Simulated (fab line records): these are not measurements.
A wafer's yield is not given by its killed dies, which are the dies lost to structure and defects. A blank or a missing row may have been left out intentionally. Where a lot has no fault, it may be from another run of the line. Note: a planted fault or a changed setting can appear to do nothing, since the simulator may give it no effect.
fab line records	flow n5Finfet
record lots=24	wafers=72	lastDay=17
route steps=1938 shown BEOL_M1@809 BEOL_M2@876
lots untouched by any fault: they come from a run of this same line in which no faults occurred
startH: hours from the record's opening day to when the first of the lot's shown wafers began	waitH: hours since the lot's step before	" the same as in the row above	L1.1+2: a single row standing in for several wafers	- either no value or no given start	* or withheld: withheld	< > ~ a bound
route shown NAME@n: names a module that has steps shown in the file, with the first one's number in the route	usual: the fault-free wafers' mean and standard deviation	same: alike in all rows	chamber/n: place in a boat	sites: readings site by site	_std_site: standard deviation of those values	_edge_site: the outer-site mean with the inner-site mean subtracted	radiusMm: for every site, how far away it sits from the centre of the wafer	mask NAME#n: copy n	behind: tool/chamber where the wafer was last shaped	hold: cause of the lot's hold/its duration in hours/its outcome	device: the n, p or np transistor that did not switch	end of line: tests run on the same wafers once the route is complete	for a step that has no rows: nothing shown but its recipe	killed: at the first sort, the dies lost to defects and structure; wafer yield is something else	map: a wafer's dies, x killed, . not, _ none there
set.NAME: the run value of the setting; set.NAME@STEP: its run value at that earlier step	model.NAME: the simulator's own value behind a step, which no gauge read
route steps across a sampled set of lots; one table per step, one row per wafer
services: the hour from which a tool's chamber was out of use, counted from the record's first day as startH (under 0 if before that day), plus the number of hours and why
## steps
# step N5_BEOL_M1_DEGAS_44
# recipe ambient=vacuum	tempC=250	timeS=60
# usual heaterPowerW=342/40
lot.wafer	tool	chamber	startH	waitH	heaterPowerW
L074.3	pvdSputter-02	-	133.20	0.6	383
L074.5	"	-	"	"	381
L074.6	"	-	"	"	300
L075.3	pvdSputter-01	-	147.51	0.3	292
L075.4	"	-	"	"	351
L075.5	"	-	"	"	290
L076.2	pvdSputter-01	-	150.31	0.4	291
L076.4	"	-	"	"	348
L076.5	"	-	"	"	346
L077.1	pvdSputter-03	-	153.19	0.2	347
L077.3	"	-	"	"	404
L077.5	"	-	"	"	373
L078.4	pvdSputter-01	-	153.71	0.3	286
L078.5	"	-	"	"	294
L078.6	"	-	"	"	289
L079.2	pvdSputter-03	-	159.01	0.2	291
L079.3	"	-	"	"	383
L079.6	"	-	"	"	375
L080.2	pvdSputter-02	-	171.75	0.5	300
L080.3	"	-	"	"	385
L080.5	"	-	"	"	339
L081.1	pvdSputter-03	-	174.98	0.3	382
L081.3	"	-	"	"	352
L081.6	"	-	"	"	287
L082.1	pvdSputter-03	-	183.24	0.2	294
L082.4	"	-	"	"	348
L082.6	"	-	"	"	418
L083.1	pvdSputter-01	-	189.48	0.8	352
L083.3	"	-	"	"	356
L083.4	"	-	"	"	302
L084.2	pvdSputter-02	-	197.24	0.3	339
L084.5	"	-	"	"	383
L084.6	"	-	"	"	299
L085.3	pvdSputter-03	-	206.46	0.2	288
L085.4	"	-	"	"	420
L085.6	"	-	"	"	287
L087.2	pvdSputter-03	-	209.47	0.2	290
L087.3	"	-	"	"	414
L087.6	"	-	"	"	349
L086.2	pvdSputter-01	-	209.49	0.2	353
L086.4	"	-	"	"	287
L086.5	"	-	"	"	305
L088.4	pvdSputter-02	-	213.13	0.4	303
L088.5	"	-	"	"	343
L088.6	"	-	"	"	314
L089.1	pvdSputter-01	-	216.03	0.2	347
L089.3	"	-	"	"	290
L089.4	"	-	"	"	352
L090.1	pvdSputter-02	-	223.39	0.2	395
L090.2	"	-	"	"	330
L090.6	"	-	"	"	302
L092.2	pvdSputter-03	-	231.33	0.4	378
L092.3	"	-	"	"	351
L092.6	"	-	"	"	295
L091.1	pvdSputter-02	-	234.61	0.5	379
L091.2	"	-	"	"	382
L091.3	"	-	"	"	300
L093.1	pvdSputter-01	-	238.97	0.4	288
L093.2	"	-	"	"	360
L093.6	"	-	"	"	350
L094.1	pvdSputter-02	-	247.26	0.2	379
L094.2	"	-	"	"	299
L094.6	"	-	"	"	383
L095.2	pvdSputter-02	-	252.22	0.2	381
L095.3	"	-	"	"	382
L095.5	"	-	"	"	385
L096.2	pvdSputter-02	-	262.68	0.3	294
L096.5	"	-	"	"	331
L096.6	"	-	"	"	300
L097.4	pvdSputter-01	-	272.36	0.2	297
L097.5	"	-	"	"	352
L097.6	"	-	"	"	351
# step N5_BEOL_M1_ALD_84
# recipe material=TaN	targetThkA=*	tempC=275	aldPrecursorFamily=PDMAT	aldCoReactant=NH3	pressureTorr=3	carrierFlowSccm=1500	pulseTimeS=2	purgeTimeS=3	coReactantPurgeTimeS=2	coReactantPulseTimeS=3	aldCycles=30	precursorVesselTempC=75	precursorVesselPressureTorr=26.25	precursorVesselCarrierSccm=1000
# usual heaterPowerW=427/37	precursorVesselCarrierSccm=999.7/2.9
lot.wafer	tool	chamber	startH	waitH	heaterPowerW	precursorVesselCarrierSccm
L074.3	aldMetal-03	2	133.30	0.0	380	1002.7
L074.5	"	1	"	"	453	998.3
L074.6	"	0	"	"	446	1000.5
L075.3	aldMetal-02	2	147.61	0.0	467	996.5
L075.4	"	3	"	"	435	1002.1
L075.5	"	2	"	"	465	1001.4
L076.2	aldMetal-03	0	150.41	0.0	431	998.4
L076.4	"	2	"	"	373	998.2
L076.5	"	0	"	"	449	999.4
L077.1	aldMetal-03	1	153.30	0.1	446	1002.7
L077.3	"	0	"	"	446	997.5
L077.5	"	1	"	"	456	1002.7
L078.4	aldMetal-03	2	153.88	0.1	373	1000.0
L078.5	"	3	"	"	389	998.1
L078.6	"	2	"	"	381	997.3
L079.2	aldMetal-03	3	159.11	0.0	394	997.3
L079.3	"	2	"	"	369	1000.9
L079.6	"	1	"	"	453	1003.8
L080.2	aldMetal-04	1	171.85	0.0	455	1000.7
L080.3	"	0	"	"	358	996.6
L080.5	"	3	"	"	406	996.9
L081.1	aldMetal-04	3	175.10	0.1	421	1000.4
L081.3	"	0	"	"	358	1000.6
L081.6	"	3	"	"	407	1001.2
L082.1	aldMetal-03	3	183.34	0.0	397	999.4
L082.4	"	2	"	"	367	998.5
L082.6	"	3	"	"	406	1002.7
L083.1	aldMetal-02	1	189.58	0.0	423	1001.2
L083.3	"	0	"	"	473	1002.4
L083.4	"	2	"	"	449	998.5
L084.2	aldMetal-03	0	197.34	0.0	443	1000.8
L084.5	"	2	"	"	370	995.2
L084.6	"	3	"	"	407	1003.2
L085.3	aldMetal-03	3	206.56	0.0	409	1001.0
L085.4	"	2	"	"	370	1003.0
L085.6	"	3	"	"	404	998.6
L087.2	aldMetal-04	0	209.57	0.0	345	999.2
L087.3	"	3	"	"	410	996.8
L087.6	"	0	"	"	356	997.5
L086.2	aldMetal-02	1	209.60	0.0	423	997.8
L086.4	"	3	"	"	434	1002.2
L086.5	"	1	"	"	422	991.0
L088.4	aldMetal-02	0	213.24	0.1	475	993.7
L088.5	"	1	"	"	421	999.2
L088.6	"	0	"	"	488	994.6
L089.1	aldMetal-03	3	216.13	0.0	408	998.3
L089.3	"	1	"	"	464	1004.0
L089.4	"	0	"	"	441	1003.5
L090.1	aldMetal-02	1	223.49	0.0	430	1002.9
L090.2	"	3	"	"	433	1001.2
L090.6	"	0	"	"	485	1002.0
L092.2	aldMetal-03	0	231.44	0.1	438	1003.1
L092.3	"	3	"	"	408	1000.0
L092.6	"	2	"	"	377	994.3
L091.1	aldMetal-02	3	234.75	0.1	439	1005.8
L091.2	"	2	"	"	465	1005.1
L091.3	"	1	"	"	415	1004.4
L093.1	aldMetal-02	3	239.08	0.1	434	998.0
L093.2	"	2	"	"	460	998.1
L093.6	"	2	"	"	459	1006.5
L094.1	aldMetal-03	0	247.36	0.0	433	998.9
L094.2	"	3	"	"	400	996.3
L094.6	"	0	"	"	418	1000.9
L095.2	aldMetal-03	3	252.37	0.1	413	1005.1
L095.3	"	1	"	"	449	999.6
L095.5	"	0	"	"	430	998.3
L096.2	aldMetal-02	0	262.80	0.1	499	997.5
L096.5	"	2	"	"	455	999.2
L096.6	"	1	"	"	420	998.5
L097.4	aldMetal-04	2	272.46	0.0	493	1001.7
L097.5	"	1	"	"	450	993.2
L097.6	"	0	"	"	362	997.1
# step N5_BEOL_M1_ANNEAL_80
# recipe tempC=400	timeS=240	ambient=vacuum
# usual heaterPowerW=853/100	susceptor_temp_C_max=400.9/0.36
lot.wafer	tool	chamber	startH	waitH	heaterPowerW	susceptor_temp_C_max
L074.3	pvdSputter-03	-	134.21	0.0	849	401.1
L074.5	"	-	"	"	931	400.8
L074.6	"	-	"	"	1041	400.4
L075.3	pvdSputter-01	-	148.41	0.0	716	400.7
L075.4	"	-	"	"	883	401.3
L075.5	"	-	"	"	739	400.8
L076.2	pvdSputter-01	-	151.17	0.0	852	400.4
L076.4	"	-	"	"	755	400.7
L076.5	"	-	"	"	905	401.3
L077.1	pvdSputter-03	-	154.14	0.0	916	400.8
L077.3	"	-	"	"	1043	400.6
L077.5	"	-	"	"	740	401.6
L078.4	pvdSputter-02	-	154.82	0.1	836	401.0
L078.5	"	-	"	"	750	401.1
L078.6	"	-	"	"	969	400.9
L079.2	pvdSputter-01	-	160.04	0.0	854	401.5
L079.3	"	-	"	"	740	400.6
L079.6	"	-	"	"	758	401.2
L080.2	pvdSputter-02	-	172.68	0.0	783	401.0
L080.3	"	-	"	"	841	400.8
L080.5	"	-	"	"	962	401.2
L081.1	pvdSputter-03	-	175.98	0.0	862	400.7
L081.3	"	-	"	"	1024	400.5
L081.6	"	-	"	"	955	400.7
L082.1	pvdSputter-03	-	184.31	0.0	1025	400.6
L082.4	"	-	"	"	728	401.8
L082.6	"	-	"	"	951	400.9
L083.1	pvdSputter-03	-	190.78	0.0	952	400.3
L083.3	"	-	"	"	1017	400.4
L083.4	"	-	"	"	874	400.2
L084.2	pvdSputter-01	-	198.21	0.0	720	400.7
L084.5	"	-	"	"	733	401.1
L084.6	"	-	"	"	868	400.8
L085.3	pvdSputter-03	-	207.83	0.0	935	400.2
L085.4	"	-	"	"	732	402.0
L085.6	"	-	"	"	710	401.4
L087.2	pvdSputter-01	-	210.39	0.0	736	400.5
L087.3	"	-	"	"	729	400.9
L087.6	"	-	"	"	725	401.5
L086.2	pvdSputter-03	-	211.02	0.0	726	401.3
L086.4	"	-	"	"	944	400.9
L086.5	"	-	"	"	915	401.2
L088.4	pvdSputter-03	-	214.06	0.0	1017	400.6
L088.5	"	-	"	"	874	400.7
L088.6	"	-	"	"	942	400.5
L089.1	pvdSputter-01	-	218.39	0.0	730	400.8
L089.3	"	-	"	"	729	401.6
L089.4	"	-	"	"	871	401.1
L090.1	pvdSputter-01	-	224.52	0.0	734	401.2
L090.2	"	-	"	"	730	400.9
L090.6	"	-	"	"	732	400.5
L092.2	pvdSputter-03	-	232.24	0.0	1042	400.4
L092.3	"	-	"	"	934	400.4
L092.6	"	-	"	"	747	401.7
L091.1	pvdSputter-02	-	235.67	0.0	929	401.0
L091.2	"	-	"	"	749	400.9
L091.3	"	-	"	"	845	400.5
L093.1	pvdSputter-01	-	241.73	0.0	866	401.0
L093.2	"	-	"	"	744	401.3
L093.6	"	-	"	"	722	401.0
L094.1	pvdSputter-01	-	248.52	0.0	731	401.6
L094.2	"	-	"	"	867	401.1
L094.6	"	-	"	"	881	401.1
L095.2	pvdSputter-01	-	253.46	0.0	885	400.6
L095.3	"	-	"	"	712	401.3
L095.5	"	-	"	"	719	400.9
L096.2	pvdSputter-03	-	266.84	0.0	879	401.1
L096.5	"	-	"	"	743	401.2
L096.6	"	-	"	"	1043	400.9
L097.4	pvdSputter-03	-	273.24	0.0	727	401.1
L097.5	"	-	"	"	934	400.5
L097.6	"	-	"	"	854	400.6
# step N5_BEOL_M1_ANNEAL_93
# recipe tempC=400	timeS=240	ambient=vacuum
# usual heaterPowerW=852/100	susceptor_temp_C_max=400.9/0.36
lot.wafer	tool	chamber	startH	waitH	heaterPowerW	susceptor_temp_C_max
L075.3	pvdSputter-01	-	149.51	0.0	714	401.0
L075.4	"	-	"	"	893	401.3
L075.5	"	-	"	"	730	400.9
L074.3	pvdSputter-03	-	150.21	0.0	870	400.8
L074.5	"	-	"	"	944	400.7
L074.6	"	-	"	"	1022	400.5
L076.2	pvdSputter-01	-	152.27	0.0	865	401.0
L076.4	"	-	"	"	735	401.0
L076.5	"	-	"	"	886	400.5
L077.1	pvdSputter-03	-	155.24	0.0	923	400.6
L077.3	"	-	"	"	1037	400.7
L077.5	"	-	"	"	748	401.1
L078.4	pvdSputter-02	-	155.92	0.1	846	400.6
L078.5	"	-	"	"	773	400.7
L078.6	"	-	"	"	944	401.2
L079.2	pvdSputter-01	-	161.14	0.0	868	401.0
L079.3	"	-	"	"	723	401.1
L079.6	"	-	"	"	739	401.1
L080.2	pvdSputter-02	-	173.78	0.0	758	401.4
L080.3	"	-	"	"	822	400.6
L080.5	"	-	"	"	970	400.8
L081.1	pvdSputter-03	-	179.18	0.0	878	401.0
L081.3	"	-	"	"	1021	400.4
L081.6	"	-	"	"	954	400.8
L082.1	pvdSputter-03	-	185.41	0.0	1030	400.8
L082.4	"	-	"	"	718	401.3
L082.6	"	-	"	"	931	400.7
L083.1	pvdSputter-03	-	191.88	0.0	937	401.0
L083.3	"	-	"	"	1037	400.6
L083.4	"	-	"	"	872	400.8
L084.2	pvdSputter-01	-	199.31	0.0	734	400.6
L084.5	"	-	"	"	716	401.0
L084.6	"	-	"	"	883	401.1
L085.3	pvdSputter-03	-	208.93	0.0	948	400.6
L085.4	"	-	"	"	752	402.1
L085.6	"	-	"	"	697	401.3
L087.2	pvdSputter-01	-	211.49	0.0	716	400.8
L087.3	"	-	"	"	733	400.8
L087.6	"	-	"	"	753	400.7
L086.2	pvdSputter-03	-	212.12	0.0	720	401.3
L086.4	"	-	"	"	941	400.5
L086.5	"	-	"	"	952	400.9
L088.4	pvdSputter-03	-	215.16	0.0	1037	400.8
L088.5	"	-	"	"	882	401.0
L088.6	"	-	"	"	916	400.8
L089.1	pvdSputter-01	-	219.49	0.0	735	400.6
L089.3	"	-	"	"	726	400.9
L089.4	"	-	"	"	874	400.5
L090.1	pvdSputter-01	-	225.62	0.0	728	401.8
L090.2	"	-	"	"	719	400.4
L090.6	"	-	"	"	700	400.5
L092.2	pvdSputter-03	-	233.34	0.0	1020	400.7
L092.3	"	-	"	"	935	401.0
L092.6	"	-	"	"	735	401.0
L091.1	pvdSputter-02	-	236.77	0.0	943	401.1
L091.2	"	-	"	"	767	401.2
L091.3	"	-	"	"	832	400.6
L093.1	pvdSputter-01	-	242.83	0.0	897	401.3
L093.2	"	-	"	"	748	401.7
L093.6	"	-	"	"	743	401.0
L094.1	pvdSputter-01	-	249.62	0.0	729	400.9
L094.2	"	-	"	"	888	401.0
L094.6	"	-	"	"	870	401.4
L095.2	pvdSputter-01	-	254.56	0.0	877	401.6
L095.3	"	-	"	"	720	401.1
L095.5	"	-	"	"	746	401.3
L096.2	pvdSputter-03	-	267.94	0.0	877	401.0
L096.5	"	-	"	"	719	401.1
L096.6	"	-	"	"	1036	400.5
L097.4	pvdSputter-03	-	274.34	0.0	728	401.4
L097.5	"	-	"	"	935	400.7
L097.6	"	-	"	"	876	400.9
# step N5_BEOL_M1_DEP_57
# recipe material=SiCN	targetThkA=80	tempC=withheld	precursor=3MS/NH3	pressureTorr=3	rfW=202	timeS=14
# usual showerheadPlenumPTorr=3.663/0.014	throttleValvePct=8.9/0.51
lot.wafer	tool	chamber	startH	waitH	showerheadPlenumPTorr	throttleValvePct
L075.3	pecvd-03	0	150.85	0.0	3.676	9.2
L075.4	"	1	"	"	3.645	8.6
L075.5	"	0	"	"	3.694	9.5
L074.3	pecvd-03	2	151.55	0.0	3.675	8.6
L074.5	"	1	"	"	3.644	8.6
L074.6	"	0	"	"	3.679	9.3
L076.2	pecvd-04	1	153.63	0.0	3.659	9.7
L076.4	"	1	"	"	3.675	9.8
L076.5	"	0	"	"	3.666	8.9
L077.1	pecvd-04	2	156.58	0.0	3.694	9.0
L077.3	"	1	"	"	3.666	9.8
L077.5	"	2	"	"	3.686	9.4
L078.4	pecvd-02	0	157.25	0.0	3.653	9.4
L078.5	"	2	"	"	3.669	8.8
L078.6	"	1	"	"	3.647	8.7
L079.2	pecvd-04	1	162.53	0.0	3.665	9.9
L079.3	"	0	"	"	3.678	9.0
L079.6	"	2	"	"	3.691	9.0
L080.2	pecvd-02	1	175.25	0.0	3.654	8.3
L080.3	"	0	"	"	3.644	9.6
L080.5	"	0	"	"	3.647	9.4
L081.1	pecvd-02	1	180.80	0.0	3.656	8.4
L081.3	"	2	"	"	3.661	8.4
L081.6	"	1	"	"	3.662	8.4
L082.1	pecvd-03	2	186.76	0.0	3.666	8.4
L082.4	"	0	"	"	3.694	9.5
L082.6	"	2	"	"	3.669	8.5
L083.1	pecvd-02	0	193.22	0.0	3.650	9.6
L083.3	"	1	"	"	3.650	8.4
L083.4	"	2	"	"	3.671	8.3
L084.2	pecvd-04	0	200.67	0.0	3.675	8.9
L084.5	"	2	"	"	3.688	9.3
L084.6	"	0	"	"	3.670	8.9
L085.3	pecvd-03	1	210.31	0.0	3.653	8.5
L085.4	"	0	"	"	3.689	9.6
L085.6	"	1	"	"	3.644	8.5
L087.2	pecvd-02	0	212.84	0.0	3.651	9.5
L087.3	"	2	"	"	3.666	8.5
L087.6	"	1	"	"	3.649	8.5
L086.2	pecvd-04	0	213.47	0.0	3.670	9.0
L086.4	"	0	"	"	3.675	9.0
L086.5	"	0	"	"	3.673	8.8
L088.4	pecvd-02	1	216.52	0.0	3.649	8.4
L088.5	"	2	"	"	3.664	8.7
L088.6	"	0	"	"	3.644	9.5
L089.1	pecvd-02	2	220.85	0.0	3.662	8.6
L089.3	"	1	"	"	3.650	8.5
L089.4	"	1	"	"	3.653	8.4
L090.1	pecvd-02	2	227.02	0.0	3.662	8.5
L090.2	"	0	"	"	3.647	9.5
L090.6	"	0	"	"	3.635	9.4
L092.2	pecvd-02	2	234.68	0.0	3.666	8.4
L092.3	"	0	"	"	3.647	9.7
L092.6	"	2	"	"	3.661	8.6
L091.1	pecvd-04	2	238.25	0.0	3.677	8.5
L091.2	"	1	"	"	3.674	9.6
L091.3	"	0	"	"	3.661	9.2
L093.1	pecvd-03	2	244.17	0.0	3.668	8.6
L093.2	"	1	"	"	3.650	8.8
L093.6	"	1	"	"	3.657	8.5
L094.1	pecvd-04	2	251.01	0.0	3.674	8.2
L094.2	"	1	"	"	3.669	9.6
L094.6	"	1	"	"	3.670	9.6
L095.2	pecvd-03	1	255.90	0.0	3.642	8.4
L095.3	"	2	"	"	3.678	8.6
L095.5	"	2	"	"	3.666	8.4
L096.2	pecvd-02	0	269.28	0.0	3.644	9.4
L096.5	"	1	"	"	3.655	8.6
L096.6	"	0	"	"	3.647	9.4
L097.4	pecvd-02	1	275.69	0.0	3.651	8.5
L097.5	"	2	"	"	3.655	8.7
L097.6	"	0	"	"	3.634	9.5
# step N5_BEOL_M2_CD_MEAS_28
# recipe targetCdNm=26.2	landingEnergyEv=500	detector=seInlens	targetCdYNm=24.1	polarity=opening
# usual cdNm=26.29/0.23
lot.wafer	tool	chamber	startH	waitH	cdNm
L075.3	cdSem-02	0	154.49	-	26.71
L075.4	"	0	"	"	26.15
L075.5	"	0	"	"	26.47
L074.3	cdSem-02	0	154.67	-	26.39
L074.5	"	0	"	"	26.45
L074.6	"	0	"	"	26.24
L076.2	cdSem-03	0	155.33	-	26.23
L076.4	"	0	"	"	26.25
L076.5	"	0	"	"	26.72
L077.1	cdSem-02	0	160.19	-	26.50
L077.3	"	0	"	"	26.49
L077.5	"	0	"	"	26.37
L078.4	cdSem-03	0	160.60	-	26.18
L078.5	"	0	"	"	26.59
L078.6	"	0	"	"	26.44
L079.2	cdSem-03	0	166.46	-	26.30
L079.3	"	0	"	"	26.46
L079.6	"	0	"	"	26.59
L080.2	cdSem-03	0	180.26	-	26.44
L080.3	"	0	"	"	26.10
L080.5	"	0	"	"	26.15
L081.1	cdSem-02	0	184.58	-	25.97
L081.3	"	0	"	"	26.34
L081.6	"	0	"	"	26.63
L082.1	cdSem-02	0	188.97	-	26.32
L082.4	"	0	"	"	26.33
L082.6	"	0	"	"	26.48
L083.1	cdSem-02	0	197.28	-	26.61
L083.3	"	0	"	"	25.98
L083.4	"	0	"	"	26.50
L084.2	cdSem-02	0	203.28	-	26.22
L084.5	"	0	"	"	26.33
L084.6	"	0	"	"	25.87
L085.3	cdSem-02	0	213.47	-	26.30
L085.4	"	0	"	"	26.27
L085.6	"	0	"	"	26.32
L087.2	cdSem-02	0	214.89	-	26.12
L087.3	"	0	"	"	26.48
L087.6	"	0	"	"	25.97
L086.2	cdSem-01	0	215.20	-	26.23
L086.4	"	0	"	"	26.18
L086.5	"	0	"	"	26.22
L088.4	cdSem-01	0	220.87	-	26.22
L088.5	"	0	"	"	26.46
L088.6	"	0	"	"	26.32
L089.1	cdSem-02	0	224.23	-	26.13
L089.3	"	0	"	"	26.64
L089.4	"	0	"	"	26.15
L090.1	cdSem-01	0	229.29	-	26.57
L090.2	"	0	"	"	26.33
L090.6	"	0	"	"	26.31
L092.2	cdSem-03	0	239.09	-	25.84
L092.3	"	0	"	"	26.17
L092.6	"	0	"	"	25.98
L091.1	cdSem-03	0	240.28	-	26.18
L091.2	"	0	"	"	26.16
L091.3	"	0	"	"	26.40
L093.1	cdSem-03	0	245.74	-	25.97
L093.2	"	0	"	"	26.52
L093.6	"	0	"	"	26.05
L094.1	cdSem-03	0	253.73	-	26.33
L094.2	"	0	"	"	25.98
L094.6	"	0	"	"	26.23
L095.2	cdSem-02	0	259.82	-	26.39
L095.3	"	0	"	"	26.68
L095.5	"	0	"	"	26.24
L096.2	cdSem-01	0	273.42	-	26.08
L096.5	"	0	"	"	26.56
L096.6	"	0	"	"	26.00
L097.4	cdSem-02	0	277.52	-	26.20
L097.5	"	0	"	"	26.27
L097.6	"	0	"	"	26.04
## services
tool	chamber	startH	hours	kind
pecvd-03	-	114.44	4.8	repair
aldMetal-03	1	118.23	13.4	repair
pecvd-04	1	121.17	5.5	scheduledDown
pecvd-03	-	123.28	1.4	repair
aldMetal-03	3	124.07	6.5	repair
aldMetal-04	-	125.66	0.7	repair
pecvd-04	-	143.93	0.3	repair
pecvd-02	2	147.23	2.1	scheduledDown
pecvd-04	2	148.56	7.2	repair
aldMetal-03	-	165.16	8.7	pm
aldMetal-04	2	171.51	8.3	repair
pecvd-03	0	176.21	9.7	repair
pecvd-02	0	177.37	5.5	scheduledDown
aldMetal-03	-	200.61	0.4	repair
pecvd-04	2	202.38	-	clean
pecvd-04	2	202.38	-	consumableReplace:showerhead
pecvd-04	2	202.38	29.0	scheduledDown
pecvd-04	2	202.38	29.0	ventCycle
pecvd-03	1	232.91	4.1	repair
pecvd-04	1	243.10	2.1	scheduledDown
pecvd-02	2	255.39	13.3	repair
aldMetal-04	2	274.46	2.0	repair
## key
fault none
